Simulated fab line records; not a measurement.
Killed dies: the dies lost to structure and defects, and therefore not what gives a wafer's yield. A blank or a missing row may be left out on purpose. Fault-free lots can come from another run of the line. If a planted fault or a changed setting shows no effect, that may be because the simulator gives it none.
What tool caused it?	flow n5-finfet	Sampling: 9 lots, 27 wafers, 6 of 1938 route steps

WHAT EACH GAUGE READ, for each wafer
N5_ILD0_THK_MEAS_04. Usual: thk-nm reads 197.4 nm (standard deviation 0.98).
lot	measured	on	thk-nm (nm)	flag
L889	day 3 21:33	film-metro-01	198.1 197.4 197.3	
L890	day 4 03:25	film-metro-02	196.9 198.1 198.3	
L896	day 5 14:41	film-metro-02	196.5 197.9 198.3	
L899	day 6 07:34	film-metro-02	200.7 196.6 197.0	
L900	day 6 13:51	film-metro-01	199.5 198.6 201.5	
L907	day 8 07:35	film-metro-02	197.6 199.0 198.4	
L908	day 8 19:08	film-metro-01	197.2 198.8 197.5	
L909	day 9 01:23	film-metro-01	196.5 196.6 197.3	
L910	day 9 13:17	film-metro-01	196.9 196.0 197.0	

N5_ILD0_THK_MEAS_08. Usual: thk-nm reads 139.1 nm (standard deviation 0.91).
lot	measured	on	thk-nm (nm)	flag
L889	day 3 21:52	film-metro-01	139.3 137.9 138.8	
L890	day 4 03:44	film-metro-02	139.6 137.9 138.5	
L896	day 5 15:01	film-metro-02	138.6 140.5 138.8	
L899	day 6 07:53	film-metro-01	138.8 137.8 137.8	
L900	day 6 14:10	film-metro-01	139.2 139.7 140.3	
L907	day 8 07:54	film-metro-02	140.1 139.1 140.2	
L908	day 8 19:28	film-metro-02	140.1 140.1 138.9	
L909	day 9 01:43	film-metro-01	140.5 139.6 139.8	
L910	day 9 13:36	film-metro-01	138.4 138.3 138.6	

N5_BEOL_M4_RC_MEAS_101. Usual: DIBL_N 36.6 mV/V, standard deviation 1.3; DIBL_P 36.4 mV/V, standard deviation 1.4; IOFF_N 0.167 nA/um, standard deviation 0.023; IOFF_P 0.219 nA/um, standard deviation 0.029; ION_N 678 uA/um, standard deviation 8.7; ION_P 464 uA/um, standard deviation 6.4; SS_N 71.5 mV/dec, standard deviation 0.53; SS_P 73.4 mV/dec, standard deviation 0.57; VT_N 248.5 mV, standard deviation 2.8; VT_P -249 mV, standard deviation 3.1.
lot	measured	on	DIBL_N (mV/V)	DIBL_P (mV/V)	IOFF_N (nA/um)	IOFF_P (nA/um)	ION_N (uA/um)	ION_P (uA/um)	SS_N (mV/dec)	SS_P (mV/dec)	VT_N (mV)	VT_P (mV)	flag
L889	day 9 06:21	prober-01	39.7 37.9 37.8	38.0 35.7 35.3	0.211 0.180 0.174	0.267 0.226 0.220	692 686 674	469 469 463	72.4 71.0 71.6	74.2 73.1 72.9	244.7 245.5 247.3	-246 -248 -249	
L890	day 9 04:13	prober-02	35.3 34.1 34.1	33.7 32.7 33.6	0.136 0.125 0.129	0.182 0.170 0.179	658 659 668	455 458 458	70.3 70.5 70.8	73.0 72.9 72.8	255.9 253.4 253.7	-250 -250 -251	
L896	day 11 14:48	prober-02	35.0 37.0 37.8	34.1 36.9 37.1	0.133 0.166 0.169	0.192 0.239 0.238	666 681 669	462 471 459	70.6 71.8 71.9	72.9 73.5 73.4	252.4 247.1 250.5	-249 -247 -246	
L899	day 11 14:51	prober-01	34.9 34.1 34.5	36.0 34.6 35.8	0.157 0.154 0.158	0.243 0.216 0.238	675 678 681	467 468 472	71.3 71.1 71.1	73.4 72.9 73.4	252.5 248.4 249.7	-242 -246 -247	
L900	day 13 02:11	prober-02	35.6 36.8 35.9	34.4 36.1 35.5	0.148 0.175 0.152	0.192 0.229 0.214	673 687 671	458 468 464	70.7 71.4 71.7	73.2 73.6 73.0	250.9 248.2 248.8	-250 -248 -248	
L907	day 14 18:17	prober-01	36.4 37.5 37.3	36.8 38.0 37.8	0.165 0.173 0.172	0.212 0.237 0.228	667 670 668	458 463 461	71.5 71.5 71.3	73.0 73.5 73.2	246.2 247.3 247.1	-250 -248 -251	
L908	day 14 22:31	prober-01	39.3 37.9 37.2	37.6 37.0 36.2	0.193 0.165 0.149	0.207 0.200 0.180	689 679 672	461 466 456	71.7 71.7 71.6	74.3 73.7 73.5	245.8 249.2 252.1	-252 -253 -255	
L909	day 15 15:37	prober-01	37.1 37.7 36.9	39.1 38.4 38.3	0.171 0.176 0.168	0.247 0.233 0.222	674 675 678	463 465 466	72.1 72.4 71.7	73.3 73.7 73.8	249.8 250.0 252.3	-248 -248 -251	
L910	day 15 22:28	prober-01	38.3 37.2 37.2	39.0 36.4 36.5	0.231 0.193 0.188	0.281 0.235 0.234	704 689 690	477 468 468	71.8 71.3 71.6	74.7 74.4 73.3	242.5 245.3 245.2	-245 -249 -250	

WHAT TOOL EACH LOT RAN ON (gives the tool, then ch and the chambers of the sampled wafers, and finally the start)
lot	N5_SD_EPI_P_DESCUM_14	N5_ILD0_CMP_03	N5_ILD0_ALD_15
L889	rie-diel-02 ch 0,1,3, day 3 14:10	cmp-02 ch 1,3, day 3 21:17	ald-sin-01 ch 1,2,3, day 3 22:35
L890	rie-diel-03 ch 0,1,3, day 3 19:04	cmp-02 ch 0,1,2, day 4 03:07	ald-sin-04 ch 0,1,2, day 4 04:27
L896	rie-diel-03 ch 0,2,3, day 5 07:31	cmp-01 ch 1,3, day 5 14:24	ald-sin-04 ch 2,3, day 5 15:44
L899	rie-diel-02 ch 0,1,2, day 5 23:11	cmp-02 ch 0,1,3, day 6 07:19	ald-sin-03 ch 0,1,3, day 6 08:41
L900	rie-diel-02 ch 1,2,3, day 6 05:50	cmp-02 ch 0,1,3, day 6 13:33	ald-sin-04 ch 0,1,2, day 6 14:53
L907	rie-diel-06 ch 0,3, day 8 00:24	cmp-04 ch 2,3, day 8 07:17	ald-sin-04 ch 0,1,3, day 8 08:39
L908	rie-diel-02 ch 0,2,3, day 8 11:50	cmp-01 ch 1,2,3, day 8 18:51	ald-sin-03 ch 0,1,3, day 8 20:32
L909	rie-diel-02 ch 0,2,3, day 8 17:56	cmp-04 ch 1,2,3, day 9 01:10	ald-sin-03 ch 0,1,2, day 9 02:26
L910	rie-diel-02 ch 1,3, day 8 21:31	cmp-02 ch 0,1,3, day 9 13:04	ald-sin-03 ch 1,2,3, day 9 14:19
- N5_SD_EPI_P_DESCUM_14: chemistry O2, time 7.9 s.
- N5_ILD0_CMP_03: polishes, stops on SiNx, t overpolish 1.9 s, target thk 197.38 nm.
- N5_ILD0_ALD_15: deposits SiNx, target thk 24 nm, pulse time 1 s, ald cycles 480.

WHAT THE TOOLS THEMSELVES READ (means of the sampled wafers that have a number; where no wafer has one, the mark that the record gives instead)
N5_SD_EPI_P_DESCUM_14. Usual: chamber-pressure-mTorr 20.001 mTorr, standard deviation 0.019; drypump-motor-current-A 5.7 A, standard deviation 0.43; oes-product-au 0.80 a.u., standard deviation 0.1; rf-vpp-V 243.1 V, standard deviation 1.4; showerhead-plenum-p-Torr 2.08 Torr, standard deviation 0.074; throttle-valve-pct 20.49 %, standard deviation 0.21.
lot	tool	chamber-pressure-mTorr (mTorr)	drypump-motor-current-A (A)	oes-product-au (a.u.)	rf-vpp-V (V)	showerhead-plenum-p-Torr (Torr)	throttle-valve-pct (%)	flag
L889	rie-diel-02	20.004	5.9	0.74	243.4	2.09	20.64	
L890	rie-diel-03	19.996	5.4	0.78	243.4	2.07	20.42	
L896	rie-diel-03	19.997	5.2	0.76	242.3	2.01	20.47	
L899	rie-diel-02	20.005	6.0	0.91	242.9	2.14	20.34	
L900	rie-diel-02	20.019	6.0	0.84	243.1	2.12	20.47	
L907	rie-diel-06	19.990	5.3	0.87	242.5	2.06	20.38	
L908	rie-diel-02	20.001	5.8	0.82	242.8	2.09	20.55	
L909	rie-diel-02	20.011	5.8	0.82	243.2	2.09	20.56	
L910	rie-diel-02	19.991	6.1	0.86	243.8	2.09	20.36	

N5_ILD0_CMP_03. Usual: head-pressure-psi 4.150 psi, standard deviation 0.009; motor-current-A 11.9 A, standard deviation 1.2; overpolish-run-s 1.900 s, standard deviation 0.0097; time-to-endpoint-s 71 s, standard deviation 3.2.
lot	tool	head-pressure-psi (psi)	motor-current-A (A)	overpolish-run-s (s)	time-to-endpoint-s (s)	flag
L889	cmp-02	4.152	12.6	1.897	74	
L890	cmp-02	4.152	12.3	1.908	74	
L896	cmp-01	4.141	12.3	1.904	74	
L899	cmp-02	3.396	10.9	1.903	93	OFF
L900	cmp-02	3.397	10.7	1.904	95	OFF
L907	cmp-04	4.145	12.8	1.904	68	
L908	cmp-01	4.145	11.2	1.901	71	
L909	cmp-04	4.156	12.1	1.901	72	
L910	cmp-02	4.151	11.7	1.890	66	

N5_ILD0_ALD_15. Usual: heater-power-w 818 W, standard deviation 88; precursor-pulse-height-rel 1.001, standard deviation 0.02.
lot	tool	heater-power-w (W)	precursor-pulse-height-rel	flag
L889	ald-sin-01	826	1.021	
L890	ald-sin-04	878	0.998	
L896	ald-sin-04	884	0.996	
L899	ald-sin-03	782	0.984	
L900	ald-sin-04	879	1.012	
L907	ald-sin-04	803	0.993	
L908	ald-sin-03	769	0.990	
L909	ald-sin-03	782	1.005	
L910	ald-sin-03	807	1.019	

THE ANSWER, worked out from the rows above alone
Rule: a lot is off if the mean of its wafers that have a number lies more than 3 standard deviations from the usual mean. A lot without any number at a reading at which 4 lots or more have one is off too. All remaining lots with rows at the step are treated as sound. The gauges are gone through in route order, then the tools' own readings, and for those a lot's mean is taken as printed above. The first step at which some lot is off is used, and at that step the reading that is off furthest; a lot without a number counts as furthest.
Off at N5_ILD0_CMP_03 (head-pressure-psi): L899, L900.
A tool fits if, at that step or a process step before it, it ran every lot that is off, and no sound lot after the first of them. None of those tried fits.

WHAT THE SIMULATOR HAD INSERTED
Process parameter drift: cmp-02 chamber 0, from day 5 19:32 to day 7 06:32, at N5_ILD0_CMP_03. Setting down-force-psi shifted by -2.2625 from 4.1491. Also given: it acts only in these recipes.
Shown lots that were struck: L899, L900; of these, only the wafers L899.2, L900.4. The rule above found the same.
